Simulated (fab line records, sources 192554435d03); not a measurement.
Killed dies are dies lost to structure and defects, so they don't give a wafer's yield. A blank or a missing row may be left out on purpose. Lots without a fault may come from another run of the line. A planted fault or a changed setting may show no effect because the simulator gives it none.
Which tool did it? | flow n5_finfet | 15 lots, 44 wafers sampled, at 8 steps of a route of 1938

WHAT THE GAUGES READ, wafer by wafer
N5_BEOL_M2_THK_MEAS_53: measures by xrf.
lot  | measured     | on            | M2_THK (nm)
L720 | day 8 07:06  | film_metro-02 | 39.2 42.5 38.5
L718 | day 8 07:17  | film_metro-02 | 39.1 39.9 41.2
L719 | day 8 10:34  | film_metro-02 | 38.9 39.0 37.9
L722 | day 8 11:19  | film_metro-02 | 39.1 39.9 39.9
L721 | day 8 12:43  | film_metro-02 | 38.8 41.9 37.0
L723 | day 8 13:47  | film_metro-02 | 38.0 41.3 41.9
L724 | day 8 23:44  | film_metro-02 | 40.3 38.2 39.3
L726 | day 9 16:12  | film_metro-02 | 38.6 40.9 39.5
L728 | day 10 09:49 | film_metro-01 | 41.6 41.4 41.1
L729 | day 11 01:52 | film_metro-02 | 39.8 41.3 39.2
L731 | day 11 02:05 | film_metro-01 | 38.7 38.7 38.2
L732 | day 11 03:55 | film_metro-02 | 38.6 38.3 41.5
L734 | day 11 05:49 | film_metro-02 | 39.7 39.4 38.5
L738 | day 12 08:13 | film_metro-02 | 40.0 39.4
L739 | day 13 08:57 | film_metro-02 | 39.4 40.9 43.6

N5_BEOL_M3_CD_MEAS_18: pitch 36 nm, target cd 18 nm.
lot  | measured     | on        | cd_nm (nm)
L720 | day 8 08:55  | cd_sem-01 | 17.9 18.2 18.3
L718 | day 8 09:12  | cd_sem-01 | 18.0 17.8 18.0
L719 | day 8 14:10  | cd_sem-03 | 18.0 18.7 18.0
L722 | day 8 14:26  | cd_sem-02 | 17.4 17.4 17.4
L721 | day 8 14:34  | cd_sem-03 | 17.2 17.6 17.5
L723 | day 8 15:22  | cd_sem-01 | 17.4 18.0 18.2
L724 | day 9 02:59  | cd_sem-02 | 18.0 17.8 17.9
L726 | day 9 20:15  | cd_sem-02 | 17.8 17.3 17.3
L728 | day 10 12:45 | cd_sem-01 | 18.7 18.4 18.4
L729 | day 11 03:34 | cd_sem-03 | 17.4 17.8 17.6
L731 | day 11 04:08 | cd_sem-02 | - - -
L732 | day 11 06:36 | cd_sem-02 | - - -
L734 | day 11 07:53 | cd_sem-03 | - - -
L738 | day 12 10:11 | cd_sem-02 | 17.9 18.0
L739 | day 13 10:28 | cd_sem-01 | 18.3 17.5 18.7

N5_BEOL_M4_RC_MEAS_101.
lot  | measured     | on        | DIBL_N (mV/V)  | DIBL_P (mV/V)  | IOFF_N (nA/um) | IOFF_P (nA/um) | ION_N (uA/um) | ION_P (uA/um) | SS_N (mV/dec)  | SS_P (mV/dec)  | VT_N (mV)   | VT_P (mV)
L720 | day 9 02:46  | prober-01 | 39.7 36.1 35.1 | 39.8 32.2 33.3 | 0.19 0.13 0.12 | 0.27 0.15 0.17 | 657 644 645   | 452 439 449   | 71.8 70.9 70.6 | 75.0 72.2 72.6 | 249 254 254 | -248 -255 -255
L718 | day 9 02:56  | prober-02 | 40.5 37.7 38.3 | 39.4 35.1 37.4 | 0.23 0.17 0.20 | 0.26 0.19 0.23 | 695 676 693   | 463 454 464   | 73.2 72.8 72.4 | 74.4 73.9 73.9 | 247 250 248 | -250 -254 -248
L719 | day 9 08:06  | prober-02 | 34.9 35.6 36.0 | 34.8 34.2 34.3 | 0.16 0.17 0.17 | 0.26 0.25 0.25 | 695 653 679   | 487 460 465   | 71.3 71.6 71.9 | 72.6 73.1 73.2 | 249 250 248 | -244 -245 -246
L722 | day 9 16:56  | prober-02 | 39.1 41.6 41.1 | 38.8 42.6 42.1 | 0.20 0.28 0.23 | 0.23 0.30 0.28 | 668 695 702   | 454 467 472   | 72.6 72.6 72.1 | 73.9 74.9 74.9 | 249 243 247 | -251 -248 -249
L721 | day 9 23:44  | prober-02 | 39.5 39.0 37.1 | 41.3 40.2 36.6 | 0.25 0.25 0.20 | 0.30 0.30 0.23 | 692 689 687   | 469 468 465   | 73.0 72.0 72.0 | 74.9 74.1 73.9 | 244 242 248 | -246 -245 -246
L723 | day 9 17:14  | prober-01 | 35.3 32.8 32.1 | 37.4 33.5 33.0 | 0.13 0.10 0.10 | 0.21 0.16 0.15 | 659 664 662   | 456 462 459   | 71.8 70.7 71.0 | 73.9 72.6 72.1 | 252 256 257 | -251 -254 -254
L724 | day 10 02:48 | prober-01 | 35.0 36.8 34.8 | 36.0 37.5 35.0 | 0.16 0.17 0.15 | 0.23 0.24 0.20 | 689 670 680   | 474 458 468   | 71.0 71.2 70.5 | 73.7 73.5 72.8 | 247 249 250 | -247 -247 -251
L726 | day 10 22:29 | prober-01 | 34.5 34.3 35.6 | 33.8 34.0 36.4 | 0.13 0.12 0.15 | 0.18 0.19 0.24 | 659 660 678   | 460 457 473   | 70.8 70.2 71.4 | 72.9 73.5 73.6 | 251 255 251 | -249 -249 -247
L728 | day 11 10:14 | prober-01 | 34.9 35.6 36.1 | 33.3 34.0 35.9 | 0.14 0.16 0.15 | 0.17 0.19 0.21 | 683 686 680   | 465 470 467   | 71.6 71.4 71.4 | 72.3 72.0 73.3 | 252 248 251 | -248 -248 -246
L729 | day 12 05:52 | prober-02 | 35.7 36.4 35.5 | 36.7 37.6 36.8 | 0.15 0.16 0.14 | 0.22 0.24 0.22 | 667 666 673   | 466 466 465   | 71.7 71.9 70.7 | 73.9 73.5 73.5 | 253 252 252 | -248 -247 -249
L738 | day 15 04:58 | prober-02 | 34.8 33.9      | 32.7 32.3      | 0.12 0.10      | 0.14 0.14      | 672 645       | 456 446       | 70.9 70.4      | 72.0 72.4      | 254 257     | -254 -256
L739 | day 14 08:18 | prober-02 | 38.0 37.7 35.5 | 35.3 35.8 33.8 | 0.19 0.16 0.14 | 0.20 0.20 0.17 | 693 654 680   | 467 445 472   | 72.9 71.8 71.3 | 73.4 73.4 73.6 | 246 251 251 | -252 -252 -252

WHICH TOOL RAN EACH LOT (tool, then ch and the chambers of the sampled wafers, then the start)
lot  | N5_BEOL_M2_SPUTTER_92        | N5_BEOL_M3_ILD_DEP_00           | N5_BEOL_M3_ETCH_63                 | N5_BEOL_M3_ETCH_64                 | N5_BEOL_M3_HM_OPEN_17
L720 | pvd_sputter-01, day 8 05:51  | pecvd-01 ch 0,1,2, day 8 07:25  | rie_diel-02 ch 1,2,3, day 8 08:32  | rie_diel-02 ch 1,2,3, day 8 08:34  | rie_metal-02 ch 0,1, day 8 08:44
L718 | pvd_sputter-02, day 8 05:58  | pecvd-01 ch 0,2, day 8 07:36    | rie_diel-02 ch 0,2,3, day 8 08:49  | rie_diel-02 ch 0,2,3, day 8 08:51  | rie_metal-02 ch 0,1, day 8 09:01
L719 | pvd_sputter-03, day 8 09:21  | pecvd-04 ch 0,2, day 8 10:55    | rie_diel-02 ch 1,2,3, day 8 13:47  | rie_diel-02 ch 1,2,3, day 8 13:49  | rie_metal-03 ch 0,1, day 8 13:59
L722 | pvd_sputter-01, day 8 10:04  | pecvd-01 ch 1,2, day 8 11:38    | rie_diel-05 ch 1,3, day 8 13:58    | rie_diel-05 ch 1,3, day 8 13:59    | rie_metal-01 ch 0, day 8 14:10
L721 | pvd_sputter-03, day 8 11:11  | pecvd-02 ch 0,1,2, day 8 13:02  | rie_diel-05 ch 0,3, day 8 14:11    | rie_diel-05 ch 0,3, day 8 14:13    | rie_metal-02 ch 0,1, day 8 14:25
L723 | pvd_sputter-02, day 8 12:32  | pecvd-04 ch 0,1,2, day 8 14:07  | rie_diel-02 ch 0,1,2, day 8 14:59  | rie_diel-02 ch 0,1,2, day 8 15:01  | rie_metal-03 ch 0,1, day 8 15:11
L724 | pvd_sputter-02, day 8 22:22  | pecvd-01 ch 1,2, day 9 00:03    | rie_diel-05 ch 1,2, day 9 02:36    | rie_diel-05 ch 1,2, day 9 02:38    | rie_metal-02 ch 0,1, day 9 02:48
L726 | pvd_sputter-01, day 9 14:58  | pecvd-04 ch 1,2, day 9 16:33    | rie_diel-02 ch 0,1, day 9 19:49    | rie_diel-02 ch 0,1, day 9 19:50    | rie_metal-03 ch 0,1, day 9 20:01
L728 | pvd_sputter-02, day 10 08:35 | pecvd-04 ch 0,2, day 10 10:11   | rie_diel-02 ch 0,1,3, day 10 12:22 | rie_diel-02 ch 0,1,3, day 10 12:24 | rie_metal-03 ch 0,1, day 10 12:36
L729 | pvd_sputter-02, day 11 00:38 | pecvd-01 ch 0,1,2, day 11 02:11 | rie_diel-04 ch 0,2,3, day 11 03:08 | rie_diel-04 ch 0,2,3, day 11 03:10 | rie_metal-02 ch 0,1, day 11 03:20
L731 | pvd_sputter-01, day 11 00:41 | pecvd-04 ch 0,2, day 11 02:28   | rie_diel-02 ch 0,1,2, day 11 03:35 | rie_diel-02 ch 0,1,2, day 11 03:37 | rie_metal-03 ch 0,1, day 11 03:49
L732 | pvd_sputter-02, day 11 02:42 | pecvd-02 ch 0,1, day 11 04:17   | rie_diel-05 ch 1,2, day 11 06:13   | rie_diel-05 ch 1,2, day 11 06:15   | rie_metal-02 ch 0,1, day 11 06:25
L734 | pvd_sputter-01, day 11 04:35 | pecvd-02 ch 0,1,2, day 11 06:09 | rie_diel-05 ch 0,2, day 11 07:31   | rie_diel-05 ch 0,2, day 11 07:32   | rie_metal-03 ch 0,1, day 11 07:42
L738 | pvd_sputter-02, day 12 06:59 | pecvd-02 ch 1,2, day 12 08:37   | rie_diel-04 ch 1,3, day 12 09:49   | rie_diel-04 ch 1,3, day 12 09:53   | rie_metal-03 ch 1, day 12 10:02
L739 | pvd_sputter-01, day 13 07:43 | pecvd-02 ch 0,1,2, day 13 09:20 | rie_diel-02 ch 0,1,2, day 13 10:04 | rie_diel-02 ch 0,1,2, day 13 10:06 | rie_metal-03 ch 0,1, day 13 10:16
- N5_BEOL_M2_SPUTTER_92: material Cu, target thk 4.5 nm, time 8.29 s.
- N5_BEOL_M3_ILD_DEP_00: deposits SiOC from DEMS/O2, target thk 79 nm, time 15.3 s.
- N5_BEOL_M3_ETCH_63: etches SiARC in CF4, target depth 15.6 nm, time 26 s.
- N5_BEOL_M3_ETCH_64: etches SOC in N2/H2, target depth 75 nm, overetch 15 nm, time 112.5 s.
- N5_BEOL_M3_HM_OPEN_17: chemistry Cl2/BCl3, target TiN, target depth 20 nm, overetch 6 nm.

WHAT THE TOOLS THEMSELVES READ (means of the sampled wafers that have a number; where no wafer has one, the mark that the record gives instead)
N5_BEOL_M2_SPUTTER_92.
lot  | tool           | susceptor_temp_C (C) | throttle_valve_pct (%)
L720 | pvd_sputter-01 | -19.98               | 29.7
L718 | pvd_sputter-02 | -19.89               | 29.9
L719 | pvd_sputter-03 | -19.98               | 30.8
L722 | pvd_sputter-01 | -20.12               | 30.0
L721 | pvd_sputter-03 | -19.98               | 31.2
L723 | pvd_sputter-02 | -20.02               | 30.5
L724 | pvd_sputter-02 | -19.95               | 29.9
L726 | pvd_sputter-01 | -19.86               | 29.4
L728 | pvd_sputter-02 | -19.94               | 30.0
L729 | pvd_sputter-02 | -20.05               | 30.1
L731 | pvd_sputter-01 | -19.78               | 29.6
L732 | pvd_sputter-02 | -19.98               | 29.7
L734 | pvd_sputter-01 | -19.89               | 29.5
L738 | pvd_sputter-02 | -20.06               | 29.9
L739 | pvd_sputter-01 | -20.03               | 29.8

N5_BEOL_M3_ILD_DEP_00.
lot  | tool     | heater_power_w (W) | showerhead_plenum_p_Torr (Torr) | susceptor_temp_C (C) | throttle_valve_pct (%)
L720 | pecvd-01 | 495                | 5.693                           | 350.14               | 11.8
L718 | pecvd-01 | 473                | 5.683                           | 350.03               | 11.9
L719 | pecvd-04 | 486                | 5.705                           | 350.07               | 12.1
L722 | pecvd-01 | 606                | 5.689                           | 349.95               | 11.5
L721 | pecvd-02 | 474                | 5.701                           | 349.98               | 11.4
L723 | pecvd-04 | 479                | 5.713                           | 350.04               | 12.5
L724 | pecvd-01 | 508                | 5.706                           | 350.01               | 11.7
L726 | pecvd-04 | 453                | 5.698                           | 350.35               | 12.4
L728 | pecvd-04 | 441                | 5.718                           | 349.93               | 12.1
L729 | pecvd-01 | 509                | 5.690                           | 350.19               | 11.5
L731 | pecvd-04 | 507                | 5.696                           | 350.03               | 12.2
L732 | pecvd-02 | 426                | 5.688                           | 349.69               | 11.7
L734 | pecvd-02 | 451                | 5.696                           | 350.01               | 11.5
L738 | pecvd-02 | 482                | 5.698                           | 350.06               | 11.4
L739 | pecvd-02 | 447                | 5.697                           | 350.07               | 11.6

N5_BEOL_M3_ETCH_63.
lot  | tool        | bias_w (W) | cf4_flow_sccm (sccm) | drypump_motor_current_A (A) | etch_rf_on_time_s (s) | oes_product_au (a.u.) | rf_vpp_V (V) | showerhead_plenum_p_Torr (Torr) | throttle_valve_pct (%)
L720 | rie_diel-02 | 36.02      | 100.1                | 5.6                         | 26.1                  | 0.66                  | 185.0        | 2.20                            | 15.8
L718 | rie_diel-02 | 36.09      | 100.1                | 5.7                         | 26.5                  | 0.66                  | 184.2        | 2.18                            | 15.8
L719 | rie_diel-02 | 36.12      | 100.0                | 5.6                         | 25.9                  | 0.65                  | 184.2        | 2.20                            | 15.8
L722 | rie_diel-05 | 36.03      | 100.2                | 5.4                         | 26.7                  | 0.58                  | 183.9        | 2.10                            | 15.7
L721 | rie_diel-05 | 36.15      | 99.8                 | 6.1                         | 26.2                  | 0.60                  | 184.3        | 2.17                            | 15.9
L723 | rie_diel-02 | 35.98      | 100.2                | 5.8                         | 26.6                  | 0.61                  | 184.6        | 2.16                            | 15.9
L724 | rie_diel-05 | 35.91      | 99.5                 | 5.7                         | 26.5                  | 0.72                  | 183.3        | 2.09                            | 15.4
L726 | rie_diel-02 | 35.99      | 100.3                | 5.9                         | 26.9                  | 0.61                  | 183.9        | 2.19                            | 15.9
L728 | rie_diel-02 | 36.00      | 100.0                | 5.8                         | 26.7                  | 0.65                  | 184.2        | 2.20                            | 15.7
L729 | rie_diel-04 | 36.02      | 100.2                | 5.1                         | 26.1                  | 0.72                  | 184.2        | 2.19                            | 15.3
L731 | rie_diel-02 | -          | -                    | -                           | -                     | -                     | -            | -                               | -
L732 | rie_diel-05 | -          | -                    | -                           | -                     | -                     | -            | -                               | -
L734 | rie_diel-05 | -          | -                    | -                           | -                     | -                     | -            | -                               | -
L738 | rie_diel-04 | 35.92      | 99.8                 | 5.6                         | 26.2                  | 0.78                  | 185.0        | 2.24                            | 15.3
L739 | rie_diel-02 | 36.05      | 100.0                | 5.9                         | 26.2                  | 0.66                  | 184.1        | 2.15                            | 15.8

N5_BEOL_M3_ETCH_64.
lot  | tool        | bias_w (W) | chamber_pressure_mTorr (mTorr) | drypump_motor_current_A (A) | oes_product_au (a.u.) | rf_vpp_V (V) | showerhead_plenum_p_Torr (Torr) | throttle_valve_pct (%)
L720 | rie_diel-02 | 149.7      | 30.005                         | 5.7                         | 0.62                  | 525.3        | 2.63                            | 18.1
L718 | rie_diel-02 | 150.2      | 30.005                         | 5.7                         | 0.62                  | 525.8        | 2.58                            | 18.0
L719 | rie_diel-02 | 150.2      | 30.006                         | 5.7                         | 0.61                  | 525.8        | 2.63                            | 18.0
L722 | rie_diel-05 | 149.8      | 29.992                         | 5.5                         | 0.55                  | 522.8        | 2.53                            | 18.1
L721 | rie_diel-05 | 150.0      | 29.987                         | 6.1                         | 0.56                  | 524.5        | 2.59                            | 18.2
L723 | rie_diel-02 | 150.2      | 29.996                         | 5.8                         | 0.57                  | 524.4        | 2.56                            | 18.2
L724 | rie_diel-05 | 150.5      | 30.030                         | 5.7                         | 0.67                  | 522.5        | 2.51                            | 17.7
L726 | rie_diel-02 | 150.2      | 30.001                         | 5.9                         | 0.58                  | 525.1        | 2.61                            | 18.2
L728 | rie_diel-02 | 149.9      | 29.973                         | 5.7                         | 0.61                  | 526.2        | 2.63                            | 18.0
L729 | rie_diel-04 | 150.0      | 29.998                         | 5.1                         | 0.68                  | 526.5        | 2.61                            | 17.4
L731 | rie_diel-02 | 150.1      | 29.997                         | 5.9                         | 0.30                  | 523.9        | 2.56                            | 18.0
L732 | rie_diel-05 | 150.0      | 30.020                         | 5.7                         | 0.31                  | 521.8        | 2.50                            | 17.7
L734 | rie_diel-05 | 149.9      | 29.978                         | 6.2                         | 0.29                  | 525.0        | 2.57                            | 17.9
L738 | rie_diel-04 | 150.1      | 30.009                         | 5.6                         | 0.73                  | 528.1        | 2.65                            | 17.6
L739 | rie_diel-02 | 150.0      | 29.991                         | 5.9                         | 0.62                  | 524.5        | 2.55                            | 18.1

N5_BEOL_M3_HM_OPEN_17.
lot  | tool         | bias_w (W) | drypump_motor_current_A (A) | he_backside_leak_sccm (sccm) | oes_product_au (a.u.) | throttle_valve_pct (%)
L720 | rie_metal-02 | 125.9      | 5.92                        | 3.38                         | 0.73                  | 21.94
L718 | rie_metal-02 | 126.0      | 5.91                        | 3.34                         | 0.73                  | 21.95
L719 | rie_metal-03 | 126.0      | 5.66                        | 3.52                         | 0.73                  | 21.92
L722 | rie_metal-01 | 125.9      | 5.03                        | 3.72                         | 0.50                  | 22.44
L721 | rie_metal-02 | 125.7      | 5.71                        | 3.45                         | 0.73                  | 21.88
L723 | rie_metal-03 | 126.2      | 5.65                        | 3.69                         | 0.70                  | 21.95
L724 | rie_metal-02 | 126.1      | 5.69                        | 3.48                         | 0.71                  | 21.90
L726 | rie_metal-03 | 126.5      | 5.65                        | 3.53                         | 0.72                  | 21.93
L728 | rie_metal-03 | 126.4      | 5.65                        | 3.48                         | 0.72                  | 21.92
L729 | rie_metal-02 | 126.1      | 5.71                        | 4.06                         | 0.71                  | 21.90
L731 | rie_metal-03 | 125.7      | 5.64                        | 3.48                         | 0.32                  | 22.58
L732 | rie_metal-02 | 125.6      | 5.90                        | 3.46                         | 0.32                  | 22.59
L734 | rie_metal-03 | 125.6      | 5.66                        | 3.78                         | 0.30                  | 22.62
L738 | rie_metal-03 | 125.9      | 5.66                        | 3.65                         | 0.65                  | 22.01
L739 | rie_metal-03 | 126.1      | 5.65                        | 3.66                         | 0.70                  | 21.95

THE ANSWER, worked out from the rows above alone
Rule: what is usual is taken from the lots themselves. Put in order of their means at a reading, lots are off if they are a third of the lots or fewer, leave a main group of 4 or more, and stand apart from it by a gap of 3 or more times the standard deviation of the main group's means; of several such gaps the widest counts. A main group whose means are all the same, to the digits that the tables above print for the reading, isn't used. A lot without any number at a reading at which 4 lots or more have one is off too. The other lots that the step has rows for count as sound. The gauges are gone through in route order, then the tools' own readings, and for those a lot's mean is taken as printed above. The first step at which some lot is off is used, and at that step the reading that is off furthest; a lot without a number counts as furthest.
Off: L731, L732, L734, at N5_BEOL_M3_CD_MEAS_18 (cd_nm). Without a number there: L731, L732, L734. The main group: mean 17.9 nm, standard deviation 0.33.
A tool fits if, at a process step before that reading, it ran every lot that is off, and no sound lot after the first of them. The gauges at N5_BEOL_M3_CD_MEAS_18 aren't tried: what is off there is off at N5_BEOL_M3_ETCH_63 too, on other tools, and a gauge's error can't cause that. None of those tried fits.

WHAT THE SIMULATOR HAD PUT IN
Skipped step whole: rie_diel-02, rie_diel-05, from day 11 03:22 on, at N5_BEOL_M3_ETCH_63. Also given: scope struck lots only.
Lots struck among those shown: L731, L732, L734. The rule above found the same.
